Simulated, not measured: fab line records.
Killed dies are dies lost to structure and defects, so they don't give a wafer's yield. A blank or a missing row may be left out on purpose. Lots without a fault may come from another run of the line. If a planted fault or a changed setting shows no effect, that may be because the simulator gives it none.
Which tool was responsible? | flow nandHarc | 33 wafers from 11 lots sampled at 6 of the route's 1302 steps

## WHAT EACH GAUGE READ, for each wafer
NHARC_A_BLC_INSPECT_28. Usual: rawDefectCount at 519, with a standard deviation of 150.
lot  | measured     | on               | rawDefectCount | flag
L262 | day 22 09:36 | defectInspect-02 | 535 389 539    | 
L265 | day 23 07:02 | defectInspect-01 | 482 384 406    | 
L264 | day 23 12:13 | defectInspect-01 | 351 397 450    | 
L266 | day 24 00:19 | defectInspect-01 | 409 400 458    | 
L272 | day 26 20:34 | defectInspect-02 | 863 474 699    | 
L273 | day 26 23:16 | defectInspect-02 | 506 738 575    | 
L271 | day 26 23:53 | defectInspect-01 | 498 595 571    | 
L270 | day 27 04:24 | defectInspect-01 | 681 448 573    | 
L278 | day 29 05:07 | defectInspect-01 | 654 667 783    | 
L280 | day 30 00:02 | defectInspect-01 | 534 403 388    | 
L284 | day 32 02:27 | defectInspect-01 | 410 371 473    | 

NHARC_A_M0_OVL_MEAS_10: pitch 160 nm. Usual: overlayXNm 0.2 nm, standard deviation 0.8; overlayYNm 0.4 nm, standard deviation 0.77.
lot  | measured     | on         | overlayXNm (nm) | overlayYNm (nm) | flag
L262 | day 22 10:28 | overlay-01 | -0.3 0.0 -0.1   | 1.7 1.7 1.4     | 
L265 | day 23 08:02 | overlay-01 | 0.2 -0.4 0.0    | 0.6 1.1 0.8     | 
L264 | day 23 13:13 | overlay-01 | -0.4 0.3 0.7    | -0.5 -0.5 0.1   | 
L266 | day 24 01:18 | overlay-02 | 1.3 1.1 1.6     | 0.2 0.3 0.1     | 
L272 | day 26 21:33 | overlay-02 | 0.1 0.4 0.8     | 0.0 -0.3 -0.6   | 
L273 | day 27 00:16 | overlay-01 | 0.0 0.3 -0.4    | 0.5 0.4 0.2     | 
L271 | day 27 00:53 | overlay-01 | 0.5 1.0 0.8     | -0.3 -0.4 -0.1  | 
L270 | day 27 05:23 | overlay-01 | -0.2 0.1 -0.2   | 1.4 1.1 1.6     | 
L278 | day 29 06:06 | overlay-02 | 8.1 7.9 7.6     | 0.3 0.2 0.3     | OFF
L280 | day 30 00:55 | overlay-01 | 7.9 8.2 7.9     | -0.3 -0.8 -0.9  | OFF
L284 | day 32 03:26 | overlay-02 | 1.4 1.0 1.3     | 1.3 1.8 1.3     | 

NHARC_END_SORT_01. Usual: defectLimitedYield 91.9 %, standard deviation 2.2; killedAtArray 50, standard deviation 14; killedAtOther 0.9, standard deviation 1; killedAtPeriphery 3.9, standard deviation 2.5; killedDies 55, standard deviation 15; killedOpen 3.5, standard deviation 1.9; killedShort 2.5, standard deviation 1.7; sort_bin_2_pct 3.0 %, standard deviation 1.1; sort_bin_3_pct 0.6 %, standard deviation 0.33; sort_bin_4_pct 4.6 %, standard deviation 1.1; sortNPass 622, standard deviation 15; sortRimYieldPct 90 %, standard deviation 3.8; sortYieldPct 91.9 %, standard deviation 2.2.
lot  | measured     | on        | defectLimitedYield (%) | killedAtArray | killedAtOther | killedAtPeriphery | killedDies | killedOpen | killedShort | sort_bin_2_pct (%) | sort_bin_3_pct (%) | sort_bin_4_pct (%) | sortNPass   | sortRimYieldPct (%) | sortYieldPct (%) | flag
L265 | day 25 00:10 | prober-01 | 94.8 96.3 96.9         | 29 20 17      | 3 1 0         | 3 4 4             | 35 25 21   | 2 1 3      | 4 2 2       | 0.7 1.3 0.6        | 0.1 0.1 0.1        | 4.3 2.2 2.4        | 642 652 656 | 94 95 97            | 94.8 96.3 96.9   | 
L266 | day 25 16:31 | prober-02 | 92.9 92.8 91.1         | 45 46 51      | 0 1 1         | 3 2 8             | 48 49 60   | 4 4 6      | 3 1 5       | 2.5 2.8 3.4        | 0.6 0.3 0.4        | 4.0 4.1 5.0        | 629 628 617 | 96 93 93            | 92.9 92.8 91.1   | 
L272 | day 28 17:17 | prober-01 | 89.2 93.6 93.1         | 69 38 45      | 3 1 0         | 1 4 2             | 73 43 47   | 6 4 2      | 2 1 2       | 3.5 3.2 2.4        | 0.3 0.7 0.6        | 6.9 2.4 4.0        | 604 634 630 | 89 90 91            | 89.2 93.6 93.1   | 
L280 | day 31 19:05 | prober-02 | 92.3 92.6 94.7         | 49 40 31      | 0 5 2         | 3 5 3             | 52 50 36   | 4 2 3      | 3 2 2       | 3.2 2.8 1.8        | 0.4 0.6 0.4        | 4.0 4.0 3.1        | 625 627 641 | 97 92 90            | 92.3 92.6 94.7   | 

## WHICH TOOL RAN EACH LOT (tool, then ch and the chambers of the sampled wafers, then the start)
lot  | NHARC_A_BLC_STRIP_21              | NHARC_A_BLC_CVD_24                      | NHARC_A_M0_EXPOSE_06
L262 | rieDiel-08 ch 1,2,3, day 22 07:49 | cvdW-02 ch 0,1, day 22 09:36 or earlier | arfiScanner-01 ch 0, day 22 10:14
L265 | rieDiel-08 ch 0,1, day 23 05:16   | cvdW-02 ch 0,1, day 23 07:02 or earlier | arfiScanner-02 ch 0, day 23 07:48
L264 | rieDiel-08 ch 0,2,3, day 23 10:26 | cvdW-02 ch 0,1, day 23 12:13 or earlier | arfiScanner-01 ch 0, day 23 12:59
L266 | rieDiel-13 ch 1,2,3, day 23 22:31 | cvdW-02 ch 0,1, day 24 00:19 or earlier | arfiScanner-02 ch 0, day 24 01:04
L272 | rieDiel-11 ch 1,2, day 26 18:44   | cvdW-02 ch 0,1, day 26 20:34 or earlier | arfiScanner-01 ch 0, day 26 21:20
L273 | rieDiel-11 ch 0,1, day 26 21:28   | cvdW-02 ch 0,1, day 26 23:16 or earlier | arfiScanner-02 ch 0, day 27 00:02
L271 | rieDiel-08 ch 0,1,3, day 26 22:06 | cvdW-01 ch 0,1, day 26 23:53 or earlier | arfiScanner-01 ch 0, day 27 00:39
L270 | rieDiel-11 ch 0,1,2, day 27 02:35 | cvdW-01 ch 0,1, day 27 04:24 or earlier | arfiScanner-03 ch 0, day 27 05:10
L278 | rieDiel-11 ch 0,2,3, day 29 03:19 | cvdW-02 ch 0, day 29 05:07 or earlier   | arfiScanner-02 ch 0, day 29 05:52
L280 | rieDiel-08 ch 1,2,3, day 29 22:17 | cvdW-02 ch 0,1, day 30 00:02 or earlier | arfiScanner-02 ch 0, day 30 00:41
L284 | rieDiel-08 ch 0,1,2, day 32 00:38 | cvdW-01 ch 1, day 32 02:27 or earlier   | arfiScanner-03 ch 0, day 32 03:13
- NHARC_A_BLC_STRIP_21: strips in O2.
- NHARC_A_BLC_CVD_24: deposits W, target thk 150 nm, time 434 s.
- NHARC_A_M0_EXPOSE_06: exposes mask A M0, target cd 80 nm.

## WHAT THE TOOLS THEMSELVES READ (means of the sampled wafers that have a number; where no wafer has one, the mark that the record gives instead)
NHARC_A_BLC_STRIP_21. Usual: drypumpMotorCurrentA 5.8 A, standard deviation 0.38; oesProductAu 1.000 a.u., standard deviation 0.0069; rfVppV 57.7 V, standard deviation 0.74; showerheadPlenumPTorr 3.50 Torr, standard deviation 0.1; throttleValvePct 17.036 %, standard deviation 0.0084.
lot  | tool       | drypumpMotorCurrentA (A) | oesProductAu (a.u.) | rfVppV (V) | showerheadPlenumPTorr (Torr) | throttleValvePct (%) | flag
L262 | rieDiel-08 | 5.8                      | 1.003               | 57.2       | 3.42                         | 17.038               | 
L265 | rieDiel-08 | 5.5                      | 1.000               | 57.6       | 3.39                         | 17.037               | 
L264 | rieDiel-08 | 5.6                      | 0.996               | 57.1       | 3.51                         | 17.031               | 
L266 | rieDiel-13 | 5.7                      | 1.001               | 57.2       | 3.58                         | 17.036               | 
L272 | rieDiel-11 | 5.7                      | 1.000               | 57.9       | 3.47                         | 17.037               | 
L273 | rieDiel-11 | 6.1                      | 1.001               | 58.2       | 3.53                         | 17.032               | 
L271 | rieDiel-08 | 5.5                      | 0.998               | 57.7       | 3.44                         | 17.034               | 
L270 | rieDiel-11 | 5.9                      | 0.997               | 57.8       | 3.50                         | 17.039               | 
L278 | rieDiel-11 | 6.0                      | 1.000               | 57.6       | 3.54                         | 17.035               | 
L280 | rieDiel-08 | 5.8                      | 1.000               | 56.9       | 3.42                         | 17.031               | 
L284 | rieDiel-08 | 5.6                      | 0.997               | 58.0       | 3.46                         | 17.038               | 

NHARC_A_BLC_CVD_24. Usual: heaterPowerW 487 W, standard deviation 35; mfcWf6Sccm 40.01 sccm, standard deviation 0.12; throttleValvePct 7.95 %, standard deviation 0.26.
lot  | tool    | heaterPowerW (W) | mfcWf6Sccm (sccm) | throttleValvePct (%) | flag
L262 | cvdW-02 | 502              | 40.02             | 8.07                 | 
L265 | cvdW-02 | 507              | 40.04             | 8.09                 | 
L264 | cvdW-02 | 481              | 39.86             | 8.08                 | 
L266 | cvdW-02 | 508              | 39.92             | 8.06                 | 
L272 | cvdW-02 | 486              | 40.03             | 8.26                 | 
L273 | cvdW-02 | 512              | 40.05             | 8.06                 | 
L271 | cvdW-01 | 446              | 40.02             | 7.91                 | 
L270 | cvdW-01 | 449              | 39.97             | 7.62                 | 
L278 | cvdW-02 | 496              | 40.10             | 8.07                 | 
L280 | cvdW-02 | 516              | 40.11             | 7.79                 | 
L284 | cvdW-01 | 469              | 40.10             | 7.89                 | 

## THE ANSWER, worked out from the rows above alone
Rule: lot off if the mean of its wafers having a number is beyond 3 standard deviations from the usual mean. A lot without any number at a reading at which 4 lots or more have one is off too. Any other lot the step has rows for is counted as sound. After the gauges, taken in route order, come the tools' own readings; for these a lot's mean is taken, as printed above. At the first step where some lot is off, the reading lying furthest off is the one used; lots without a number count as furthest.
Off: L278, L280, at NHARC_A_M0_OVL_MEAS_10 (overlayXNm).
If a tool, at a process step before that reading, ran all the lots that are off and no sound lot after the first of them, it fits. The gauges at NHARC_A_M0_OVL_MEAS_10 are tried like those tools. Because NHARC_A_BLC_CVD_24 lacks a start for some lots, the hours and order of its lots are taken from NHARC_A_BLC_INSPECT_28. Can't be told from this: 2 tools fit, cvdW-02 at NHARC_A_BLC_CVD_24, arfiScanner-02 at NHARC_A_M0_EXPOSE_06.

## WHAT WAS PUT IN BY THE SIMULATOR
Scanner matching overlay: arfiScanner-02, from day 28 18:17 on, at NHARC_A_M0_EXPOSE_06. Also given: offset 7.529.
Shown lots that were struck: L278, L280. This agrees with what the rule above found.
